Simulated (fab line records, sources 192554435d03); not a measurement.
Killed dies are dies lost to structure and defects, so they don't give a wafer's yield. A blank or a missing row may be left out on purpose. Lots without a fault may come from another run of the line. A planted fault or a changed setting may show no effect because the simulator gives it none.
fab line records | flow n5_finfet
record lots=10 wafers=30 last_day=18
route steps=1938 shown BEOL_M1@806 MIM_BOT_ETCH@1866 PASS1_CAP@1874 TV_OPEN@1887 PASSIVATION@1936
lots that met no fault: from a run of the same line without faults
start_h: hours from the record's first day to the start of the lot's first wafer shown | wait_h: hours since the lot's step before | " the same as in the row above | L1.1+2: a row that stands for several wafers | - no value, or no start given | * or withheld: withheld | < > ~ a bound
route shown NAME@n: a module of which the file shows steps, and the number in the route of the first | usual: mean/standard deviation of fault-free wafers | same: alike in all rows | chamber/n: place in a boat | sites: the reading at each site | _std_site: their standard deviation | _edge_site: outer sites' mean less inner sites' | radius_mm: how far each site lies from the wafer's centre | mask NAME#n: copy n | behind: the tool/chamber that last shaped the wafer | hold: why the lot was held/for how many hours/how that ended | device: the transistor (n, p or np) that didn't switch | end of line: the same wafers' tests at the end of the route | a step without rows: its recipe alone | killed: dies lost to structure and defects at the first sort, not the wafer's yield | map: a wafer's dies, x killed, . not, _ none there
set.NAME: the setting as run; set.NAME@STEP: as run at that earlier step | model.NAME: the simulator's own value behind a step, which no gauge read
steps of the route over a sample of lots; a table a step, a row a wafer
services: from which hour (start_h, from the record's first day; less than 0 if before it) a tool's chamber was out of use, for how many hours, and why
## steps
# step N5_BEOL_M1_PRECLEAN_42
# recipe chemistry=residue_remover time_s=60 temp_c=40
# columns lot.wafer tool chamber start_h wait_h
L165.1+3+6 wet_bench-03 2,6,0 142.70 0.0
L164.2+4+6 wet_bench-05 7,6,1 149.38 0.0
L168.3+4+6 wet_bench-04 4,3,7 167.97 0.0
L163.1+5+6 wet_bench-05 4,5,0 168.85 0.0
L173.1+2+6 wet_bench-04 6,3,5 186.52 0.0
L176.1+3+6 wet_bench-05 1,7,3 215.38 0.0
L178.2+3+4 wet_bench-03 4,2,5 226.04 0.0
L182.1+2+4 wet_bench-03 4,5,0 260.23 0.0
L184.2+3+4 wet_bench-05 5,0,7 264.15 0.0
L186.2+4+5 wet_bench-04 0,7,3 271.92 0.0
# step N5_MIM_BOT_ETCH_ETCH_04
# recipe chemistry=CF4/O2 target=SiNx target_depth_a=260 time_s=13 ion_energy_ev=100 pressure_mtorr=40 source_w=535 bias_w=49 Ar_flow_sccm=100 cf4_flow_sccm=100 O2_flow_sccm=10
# usual drypump_motor_current_A=5.6/0.54 oes_product_au=0.76/0.06 rf_vpp_V=240/5.7 showerhead_plenum_p_Torr=2.22/0.075 throttle_valve_pct=16.12/0.16
# columns lot.wafer tool chamber start_h wait_h drypump_motor_current_A oes_product_au rf_hours_counter_h rf_vpp_V showerhead_plenum_p_Torr throttle_valve_pct
L165.1 rie_diel-01 3 279.54 0.0 5.4 0.69 219 247 2.28 16.12
L165.3 " 2 " " 4.9 0.71 211 242 2.27 16.37
L165.6 " 0 " " 6.3 0.77 - 244 2.21 15.84
L164.2 rie_diel-01 1 291.80 0.0 5.3 0.81 84 243 2.22 15.92
L164.4 " 2 " " 4.9 0.71 216 244 2.27 16.34
L164.6 " 2 " " 4.9 0.70 - 243 2.27 16.33
L168.3 rie_diel-01 0 308.09 0.0 6.4 0.77 137 245 2.20 15.86
L168.4 " 1 " " 5.2 0.81 89 242 2.21 15.91
L168.6 " 0 " " 6.4 0.76 - 245 2.20 15.85
L163.1 rie_diel-01 1 323.47 0.0 5.2 0.81 94 243 2.21 15.91
L163.5 " 2 " " 4.9 0.70 - 244 2.26 16.37
L163.6 " 3 " " 5.3 0.68 - 246 2.27 16.16
L173.1 rie_diel-05 1 328.16 0.0 5.6 0.80 121 230 2.12 15.99
L173.2 " 3 " " 4.6 0.77 119 242 2.32 16.19
L173.6 " 0 " " 6.2 0.76 - 232 2.12 16.21
L176.1 rie_diel-05 1 368.49 0.0 5.6 0.79 135 229 2.11 16.00
L176.3 " 3 " " 4.6 0.76 132 243 2.31 16.20
L176.6 " 0 " " 6.2 0.75 - 232 2.12 16.22
L178.2 rie_diel-05 2 377.82 0.0 5.6 0.80 123 245 2.30 16.11
L178.3 " 3 " " 4.6 0.75 136 243 2.31 16.21
L178.4 " 0 " " 6.2 0.75 140 233 2.12 16.24
L182.1 rie_diel-03 3 407.26 0.0 6.3 0.87 64 235 2.34 16.07
L182.2 " 2 " " 5.3 0.68 203 248 2.20 16.47
L182.4 " 1 " " 5.2 0.73 191 241 2.19 16.11
L184.2 rie_diel-03 2 418.62 0.0 5.3 0.69 207 249 2.20 16.48
L184.3 " 0 " " 5.7 0.71 232 240 2.26 16.14
L184.4 " 1 " " 5.2 0.73 195 240 2.19 16.09
L186.2 rie_diel-05 1 424.86 0.0 5.6 0.78 155 230 2.11 16.04
L186.4 " 3 " " 4.6 0.75 147 241 2.31 16.24
L186.5 " 1 " " 5.7 0.77 - 229 2.11 16.02
# step N5_PASSIVATION_PECVD_01
# recipe material=SiNx target_thk_a=2000 temp_c=400 precursor=SiH4/NH3/N2 pressure_torr=4.9 rf_w=1406 time_s=43.2
# usual chamber_pressure_Torr=4.900/0.011 heater_power_w=381/100 showerhead_plenum_p_Torr=8.69/0.067 throttle_valve_pct=29.6/1.7
# columns lot.wafer tool chamber start_h wait_h chamber_pressure_Torr heater_power_w showerhead_plenum_p_Torr throttle_valve_pct
L165.1 pecvd-04 2 280.39 0.0 4.910 547 8.68 29.8
L165.3 " 1 " " 4.884 255 8.82 34.1
L165.6 " 2 " " 4.910 546 8.67 29.8
L164.2 pecvd-04 1 292.69 0.0 4.897 315 8.82 34.0
L164.4 " 1 " " 4.904 323 8.85 33.9
L164.6 " 0 " " 4.896 215 8.66 29.4
L168.3 pecvd-01 1 308.96 0.0 4.896 380 8.61 29.9
L168.4 " 1 " " 4.910 404 8.59 30.2
L168.6 " 0 " " 4.887 432 8.78 29.8
L163.1 pecvd-01 2 324.35 0.0 4.911 308 8.66 28.8
L163.5 " 0 " " 4.905 482 8.78 30.0
L163.6 " 2 " " 4.913 312 8.62 29.0
L173.1 pecvd-04 0 329.01 0.0 4.914 306 8.68 29.3
L173.2 " 1 " " 4.908 306 8.83 34.1
L173.6 " 0 " " 4.901 308 8.66 29.7
L176.1 pecvd-03 1 369.42 0.0 4.904 542 8.67 28.8
L176.3 " 0 " " 4.908 381 8.66 27.8
L176.6 " 2 " " 4.907 224 8.72 27.8
L178.2 pecvd-04 0 378.89 0.0 4.913 303 8.67 29.3
L178.3 " 2 " " 4.884 447 8.67 29.9
L178.4 " 2 " " 4.891 458 8.68 30.4
L182.1 pecvd-01 0 408.12 0.0 4.893 505 8.76 29.8
L182.2 " 1 " " 4.905 445 8.61 30.1
L182.4 " 0 " " 4.889 536 8.74 29.8
L184.2 pecvd-03 0 419.57 0.1 4.895 305 8.67 27.9
L184.3 " 0 " " 4.899 321 8.68 27.8
L184.4 " 0 " " 4.906 335 8.66 27.9
L186.2 pecvd-04 1 425.75 0.0 4.888 334 8.83 27.3
L186.4 " 2 " " 4.903 485 8.65 30.4
L186.5 " 1 " " 4.897 334 8.81 27.2
# step N5_PASSIVATION_PASS_ETCH_74
# recipe chemistry=CF4/O2 target=SiNx target_depth_a=2200 time_s=110 ion_energy_ev=100 pressure_mtorr=40 source_w=535 bias_w=49 Ar_flow_sccm=100 cf4_flow_sccm=100 O2_flow_sccm=10
# usual drypump_motor_current_A=5.8/0.34 oes_product_au=0.82/0.079 rf_vpp_V=243/5.1 showerhead_plenum_p_Torr=2.25/0.065 throttle_valve_pct=15.94/0.19
# columns lot.wafer tool chamber start_h wait_h drypump_motor_current_A oes_product_au rf_hours_counter_h rf_vpp_V showerhead_plenum_p_Torr throttle_valve_pct
L165.1 rie_diel-04 1 282.32 0.0 5.8 0.99 3 236 2.17 15.79
L165.3 " 3 " " 5.4 0.82 95 241 2.24 15.77
L165.6 " 3 " " 5.4 0.82 - 241 2.24 15.78
L164.2 rie_diel-06 2 295.33 0.0 5.9 0.70 168 242 2.28 15.75
L164.4 " 0 " " 5.9 0.85 65 239 2.25 15.73
L164.6 " 2 " " 5.9 0.70 - 242 2.28 15.76
L168.3 rie_diel-04 3 309.95 0.0 5.4 0.81 102 239 2.23 15.78
L168.4 " 1 " " 5.8 0.95 9 235 2.17 15.78
L168.6 " 2 " " 5.4 0.74 - 250 2.31 16.21
L163.1 rie_diel-06 3 324.93 0.0 5.9 0.78 112 245 2.12 16.25
L163.5 " 3 " " 5.9 0.79 - 244 2.12 16.25
L163.6 " 0 " " 5.9 0.84 - 240 2.25 15.73
L173.1 rie_diel-04 2 330.27 0.0 5.4 0.75 159 252 2.31 16.21
L173.2 " 1 " " 5.8 0.94 15 234 2.17 15.79
L173.6 " 3 " " 5.4 0.80 - 241 2.23 15.78
L176.1 rie_diel-04 0 370.56 0.0 6.3 0.90 32 250 2.33 15.89
L176.3 " 1 " " 5.8 0.93 24 236 2.17 15.82
L176.6 " 2 " " 5.4 0.73 - 250 2.30 16.22
L178.2 rie_diel-06 1 379.53 0.0 5.9 0.89 52 244 2.33 15.87
L178.3 " 2 " " 6.0 0.70 193 242 2.27 15.82
L178.4 " 0 " " 5.9 0.83 89 238 2.24 15.76
L182.1 rie_diel-02 3 409.27 0.0 5.9 0.78 110 232 2.23 16.03
L182.2 " 2 " " 5.3 0.80 98 242 2.22 16.00
L182.4 " 1 " " 5.9 0.68 221 243 2.18 16.33
L184.2 rie_diel-02 2 421.83 0.0 5.2 0.80 101 242 2.22 16.00
L184.3 " 0 " " 6.5 0.89 44 247 2.33 15.82
L184.4 " 3 " " 5.9 0.79 113 232 2.23 16.06
L186.2 rie_diel-04 0 426.40 0.0 6.3 0.86 51 250 2.32 15.92
L186.4 " 3 " " 5.4 0.77 137 239 2.22 15.85
L186.5 " 1 " " 5.7 0.88 - 234 2.16 15.84
# step N5_PASSIVATION_PROBE_49
# usual defect_limited_yield=91.7/1.5 killed_at_M0_to_M3=32/10 killed_at_M4_up=14/5.3 killed_at_contacts=13/5.7 killed_at_front_end=37/10 killed_at_other=3.3/2.5 killed_dies=98/18 killed_open=65/13 killed_short=31/7.5 sort_bin_4_leakage=0.00/0.0099 sort_bin_5_function=4.9/0.91 sort_bin_6_memory=3.1/0.71 sort_bin_8_speed=0.00/0.017 sort_n_pass=1082/18 sort_yield_pct=91.7/1.5
# same gross_dies=1180 killed_at_back_side=0
# columns lot.wafer tool chamber start_h wait_h defect_limited_yield[%] killed_at_M0_to_M3 killed_at_M4_up killed_at_contacts killed_at_front_end killed_at_other killed_dies killed_open killed_short sort_bin_4_leakage[%] sort_bin_5_function[%] sort_bin_6_memory[%] sort_bin_8_speed[%] sort_n_pass sort_yield_pct[%]
L165.1 prober-02 - 289.12 0.0 91.4 40 14 6 39 3 102 67 33 0 4.7 3.6 0 1078 91.4
L165.3 prober-02 - 289.22 0.1 91.8 24 8 24 39 2 97 65 29 0 5.3 2.8 0 1083 91.8
L165.6 prober-02 - 289.37 0.3 92.4 31 13 14 31 1 90 72 18 0 5.1 2.3 0 1090 92.4
L168.3 prober-01 - 316.77 0.1 91.9 29 8 12 43 4 96 68 27 0 4.2 3.5 0 1084 91.9
L168.4 prober-01 - 316.82 0.2 93.2 31 13 13 22 1 80 51 25 0 4.1 2.3 0 1100 93.2
L168.6 prober-01 - 316.92 0.3 91.8 29 21 18 24 5 97 72 24 0 5.2 3.0 0 1083 91.8
L163.1 prober-01 - 331.77 0.0 90.6 34 18 11 44 4 111 80 28 0 5.0 4.1 0.08 1069 90.6
L163.5 prober-01 - 331.97 0.2 92.4 13 29 11 34 3 90 62 26 0 4.7 2.7 0 1090 92.4
L163.6 prober-01 - 332.02 0.3 91.9 13 20 9 50 3 95 68 25 0 3.9 4.1 0 1085 91.9
L173.1 prober-02 - 337.00 0.0 82.6 150 6 12 36 1 205 67 20 0 11.4 3.6 0 975 82.6
L173.2 prober-02 - 337.05 0.1 88.0 51 23 30 36 2 142 96 44 0 6.1 5.8 0 1038 88.0
L173.6 prober-02 - 337.25 0.3 90.5 33 10 28 36 5 112 76 31 0 5.5 3.2 0 1068 90.5
L176.1 prober-02 - 377.27 0.0 91.4 36 12 12 36 6 102 70 32 0 5.0 3.6 0 1078 91.4
L176.3 prober-02 - 377.37 0.1 89.3 51 12 23 39 1 126 82 44 0 5.8 4.3 0 1054 89.3
L176.6 prober-02 - 377.52 0.3 91.4 48 9 8 34 3 102 65 37 0 5.7 2.9 0 1078 91.4
L178.2 prober-01 - 386.60 0.1 91.1 47 18 6 32 2 105 63 40 0 4.2 4.3 0 1075 91.1
L178.3 prober-01 - 386.65 0.1 91.1 45 14 9 32 5 105 64 36 0 5.9 2.5 0 1075 91.1
L178.4 prober-01 - 386.70 0.2 94.6 23 13 4 22 2 64 40 20 0 2.7 2.4 0 1116 94.6
L182.1 prober-01 - 416.18 0.0 91.0 24 10 23 43 6 106 74 26 0 5.7 3.0 0 1074 91.0
L182.2 prober-01 - 416.23 0.1 93.0 15 10 16 37 5 83 58 22 0 4.5 2.5 0 1097 93.0
L182.4 prober-01 - 416.33 0.2 91.4 36 14 14 33 4 101 69 30 0.08 5.0 3.1 0 1078 91.4
L184.2 prober-02 - 428.52 0.1 91.3 28 16 10 44 5 103 74 29 0 5.1 3.3 0 1077 91.3
L184.3 prober-02 - 428.57 0.1 89.9 47 11 10 48 3 119 82 33 0 5.3 4.2 0 1061 89.9
L184.4 prober-02 - 428.62 0.2 90.0 39 20 9 46 4 118 85 33 0 5.8 4.1 0 1062 90.0
# killed by level:class
L165.1 STI_FIN_REVEAL:geometric_particle:open=12 FIN_SAQP:geometric_particle:short=7 BEOL_M3:geometric_particle:open=7 MOL_CONTACT_COAG:geometric_particle:open=6 BEOL_M0_SAQP:geometric_particle:open=6 BEOL_M2:geometric_particle:open=6 BEOL_M0_SAQP:geometric_particle:short=5 BEOL_M0:geometric_particle:open=5
L165.3 MOL_CONTACT_COAG:geometric_particle:open=20 STI_FIN_REVEAL:geometric_particle:open=11 FIN_SAQP:geometric_particle:short=6 DUMMY_GATE:geometric_particle:open=5 BEOL_M0_SAQP:geometric_particle:short=5 BEOL_M1:geometric_particle:open=5 BEOL_M2:geometric_particle:open=5 FIN_SAQP:geometric_particle:open=4
L165.6 BEOL_M2:geometric_particle:open=12 STI_FIN_REVEAL:geometric_particle:open=11 MOL_CONTACT_COAG:geometric_particle:open=10 DUMMY_GATE:geometric_particle:open=8 BEOL_M0_SAQP:geometric_particle:open=7 BEOL_M0_SAQP:geometric_particle:short=5 FIN_SAQP:geometric_particle:short=4 MOL_CONTACT_COAG:geometric_particle:short=4
L168.3 FIN_SAQP:geometric_particle:open=13 MOL_CONTACT_COAG:geometric_particle:open=11 BEOL_M1:geometric_particle:open=10 STI_FIN_REVEAL:geometric_particle:open=8 FIN_SAQP:geometric_particle:short=7 DUMMY_GATE:geometric_particle:open=7 BEOL_M0_SAQP:geometric_particle:open=4 BEOL_M7:geometric_particle:open=4
L168.4 MOL_CONTACT_COAG:geometric_particle:open=11 BEOL_M2:geometric_particle:open=8 FIN_SAQP:geometric_particle:short=6 BEOL_M1:geometric_particle:open=6 BEOL_M0_SAQP:geometric_particle:short=4 BEOL_M2:geometric_particle:short=4 FIN_SAQP:geometric_particle:open=3 DUMMY_GATE:geometric_particle:open=3
L168.6 BEOL_M2:geometric_particle:open=19 BEOL_M4:geometric_particle:open=10 MOL_CONTACT_COAG:geometric_particle:short=9 MOL_CONTACT_COAG:geometric_particle:open=9 FIN_SAQP:geometric_particle:open=7 BEOL_M1:geometric_particle:open=5 BEOL_M5:geometric_particle:open=4 BEOL_M3:geometric_particle:open=3
L163.1 FIN_SAQP:geometric_particle:open=11 BEOL_M4:geometric_particle:open=11 MOL_CONTACT_COAG:geometric_particle:open=9 BEOL_M1:geometric_particle:open=9 STI_FIN_REVEAL:geometric_particle:open=8 DUMMY_GATE:geometric_particle:open=6 BEOL_M0_SAQP:geometric_particle:open=6 BEOL_M2:geometric_particle:short=6
L163.5 BEOL_M4:geometric_particle:open=12 FIN_SAQP:geometric_particle:short=7 FIN_SAQP:geometric_particle:open=7 STI_FIN_REVEAL:geometric_particle:open=7 MOL_CONTACT_COAG:geometric_particle:open=7 BEOL_M5:geometric_particle:open=7 MOL_CONTACT_COAG:geometric_particle:short=4 BEOL_M3:geometric_particle:open=4
L163.6 BEOL_M4:geometric_particle:open=12 STI_FIN_REVEAL:geometric_particle:open=11 DUMMY_GATE:geometric_particle:open=11 MOL_CONTACT_COAG:geometric_particle:open=8 FIN_SAQP:geometric_particle:open=7 FIN_SAQP:geometric_particle:short=5 BEOL_M4:geometric_particle:short=4 BEOL_M1:geometric_particle:short=3
L173.1 BEOL_M1:unspecified=117 STI_FIN_REVEAL:geometric_particle:open=9 DUMMY_GATE:geometric_particle:open=9 MOL_CONTACT_COAG:geometric_particle:open=9 BEOL_M1:geometric_particle:open=7 BEOL_M2:geometric_particle:open=7 BEOL_M3:geometric_particle:open=6 FIN_SAQP:geometric_particle:open=5
L173.2 MOL_CONTACT_COAG:geometric_particle:open=22 BEOL_M3:geometric_particle:open=17 BEOL_M4:geometric_particle:open=11 MOL_CONTACT_COAG:geometric_particle:short=8 BEOL_M1:geometric_particle:open=7 GATE_CUT:geometric_particle:short=7 BEOL_M0_SAQP:geometric_particle:short=6 BEOL_M2:geometric_particle:open=6
L173.6 MOL_CONTACT_COAG:geometric_particle:open=24 DUMMY_GATE:geometric_particle:open=7 BEOL_M4:geometric_particle:open=7 BEOL_M0:geometric_particle:open=6 BEOL_M1:geometric_particle:open=6 BEOL_M2:geometric_particle:open=6 BEOL_M0_SAQP:geometric_particle:short=5 BEOL_M3:geometric_particle:open=5
L176.1 FIN_SAQP:geometric_particle:short=11 MOL_CONTACT_COAG:geometric_particle:open=10 BEOL_M2:geometric_particle:open=8 FIN_SAQP:geometric_particle:open=7 BEOL_M3:geometric_particle:open=7 BEOL_M0_SAQP:geometric_particle:short=7 BEOL_M0_SAQP:geometric_particle:open=6 STI_FIN_REVEAL:geometric_particle:open=4
L176.3 MOL_CONTACT_COAG:geometric_particle:open=20 BEOL_M0_SAQP:geometric_particle:open=15 BEOL_M0_SAQP:geometric_particle:short=15 FIN_SAQP:geometric_particle:short=10 FIN_SAQP:geometric_particle:open=9 BEOL_M2:geometric_particle:open=8 ILD0:geometric_particle:open=5 BEOL_M1:geometric_particle:open=5
L176.6 BEOL_M2:geometric_particle:open=13 FIN_SAQP:geometric_particle:open=12 BEOL_M0_SAQP:geometric_particle:short=9 FIN_SAQP:geometric_particle:short=7 BEOL_M3:geometric_particle:open=7 MOL_CONTACT_COAG:geometric_particle:open=6 BEOL_M1:geometric_particle:open=6 BEOL_M0_SAQP:geometric_particle:open=5
L178.2 BEOL_M0_SAQP:geometric_particle:short=16 BEOL_M0_SAQP:geometric_particle:open=11 BEOL_M1:geometric_particle:open=6 BEOL_M3:geometric_particle:open=6 BEOL_M8:geometric_particle:open=6 FIN_SAQP:geometric_particle:open=5 MOL_CONTACT_COAG:geometric_particle:open=5 FIN_SAQP:geometric_particle:short=4
L178.3 BEOL_M2:geometric_particle:open=12 BEOL_M0_SAQP:geometric_particle:short=8 MOL_CONTACT_COAG:geometric_particle:open=8 FIN_SAQP:geometric_particle:short=7 DUMMY_GATE:geometric_particle:open=6 BEOL_M0_SAQP:geometric_particle:open=6 BEOL_M1:geometric_particle:open=5 GATE_CUT:geometric_particle:short=4
L178.4 FIN_SAQP:geometric_particle:open=5 BEOL_M0_SAQP:geometric_particle:open=5 FIN_SAQP:geometric_particle:short=4 MOL_CONTACT_COAG:geometric_particle:open=4 BEOL_M0_SAQP:geometric_particle:short=4 BEOL_M1:geometric_particle:open=3 BEOL_M2:geometric_particle:open=3 BEOL_M4:geometric_particle:open=3
L182.1 MOL_CONTACT_COAG:geometric_particle:open=20 GATE_CUT:geometric_particle:short=9 DUMMY_GATE:geometric_particle:open=8 BEOL_M0_SAQP:geometric_particle:open=8 BEOL_M2:geometric_particle:open=5 STI_FIN_REVEAL:geometric_particle:open=4 GATE_CUT:geometric_particle:open=4 BEOL_M5:geometric_particle:open=4
L182.2 MOL_CONTACT_COAG:geometric_particle:open=14 STI_FIN_REVEAL:geometric_particle:open=12 FIN_SAQP:geometric_particle:open=6 GATE_CUT:geometric_particle:short=4 BEOL_M1:geometric_particle:open=4 BEOL_M5:geometric_particle:open=4 STARTING-WAFER:geometric_particle:short=3 BEOL_M2:geometric_particle:open=3
L182.4 STI_FIN_REVEAL:geometric_particle:open=12 BEOL_M1:geometric_particle:open=11 MOL_CONTACT_COAG:geometric_particle:open=8 BEOL_M3:geometric_particle:open=7 DUMMY_GATE:geometric_particle:open=6 MOL_CONTACT_COAG:geometric_particle:short=6 GATE_CUT:geometric_particle:short=4 BEOL_M3:geometric_particle:short=4
L184.2 STI_FIN_REVEAL:geometric_particle:open=14 MOL_CONTACT_COAG:geometric_particle:open=8 BEOL_M3:geometric_particle:open=7 BEOL_M4:geometric_particle:open=6 STI_FIN_REVEAL:geometric_particle:short=5 BEOL_M0_SAQP:geometric_particle:open=5 DUMMY_GATE:geometric_particle:open=4 BEOL_M2:geometric_particle:open=4
L184.3 STI_FIN_REVEAL:geometric_particle:open=13 BEOL_M3:geometric_particle:open=13 BEOL_M2:geometric_particle:open=10 DUMMY_GATE:geometric_particle:open=8 MOL_CONTACT_COAG:geometric_particle:open=8 BEOL_M0_SAQP:geometric_particle:open=6 GATE_CUT:geometric_particle:short=5 BEOL_M0_SAQP:geometric_particle:short=5
L184.4 STI_FIN_REVEAL:geometric_particle:open=15 BEOL_M2:geometric_particle:open=11 MOL_CONTACT_COAG:geometric_particle:open=9 FIN_SAQP:geometric_particle:open=8 BEOL_M1:geometric_particle:open=7 BEOL_M0_SAQP:geometric_particle:short=6 FIN_SAQP:geometric_particle:short=5 BEOL_M4:geometric_particle:open=5
## services
# columns tool chamber start_h hours kind
rie_diel-01 - 135.57 0.8 repair
rie_diel-05 1 148.75 2.2 repair
rie_diel-05 0 152.80 25.5 repair
pecvd-01 - 158.13 4.3 repair
rie_diel-05 1 160.48 5.4 repair
pecvd-04 2 168.49 7.5 repair
rie_diel-01 0 168.70 6.0 repair
wet_bench-04 - 200.59 1.3 repair
rie_diel-01 0 228.17 6.0 repair
rie_diel-01 - 238.12 15.6 pm
rie_diel-06 1 256.96 4.2 repair
rie_diel-01 1 263.76 3.0 repair
rie_diel-05 1 270.84 14.1 repair
pecvd-01 - 276.86 5.5 pm
rie_diel-06 - 301.29 2.1 repair
rie_diel-01 - 322.39 0.2 repair
pecvd-04 0 342.55 3.9 repair
wet_bench-05 - 349.05 11.5 repair
rie_diel-04 - 369.49 0.5 repair
rie_diel-06 3 382.22 3.5 repair
rie_diel-06 3 387.36 10.5 repair
rie_diel-05 3 389.66 9.0 repair
pecvd-04 2 407.04 2.9 repair
pecvd-04 1 425.88 5.1 repair
## key
first_sign step=N5_PASSIVATION_PROBE_49 reading=killed_at_M0_to_M3 direction=up sigmas=11 usual=32 struck=150
effect step=N5_PASSIVATION_PROBE_49 reading=defect_limited_yield direction=down sigmas=6.1 usual=91.7 struck=82.6
more_kills_born_at N5_BEOL_M1_PRECLEAN_42@wet_bench-04=117
met_at N5_BEOL_M1_PRECLEAN_42
struck_lots L173
struck_wafers L173.1
not_acting_at N5_MIM_BOT_ETCH_ETCH_04,N5_PASSIVATION_PECVD_01,N5_PASSIVATION_PASS_ETCH_74
fault kind=chamber_particle_source tool=wet_bench-04 chamber=6 onset_h=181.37 steps=N5_BEOL_M1_PRECLEAN_42 rate_per_visit_cm2=0.79038 end_h=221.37
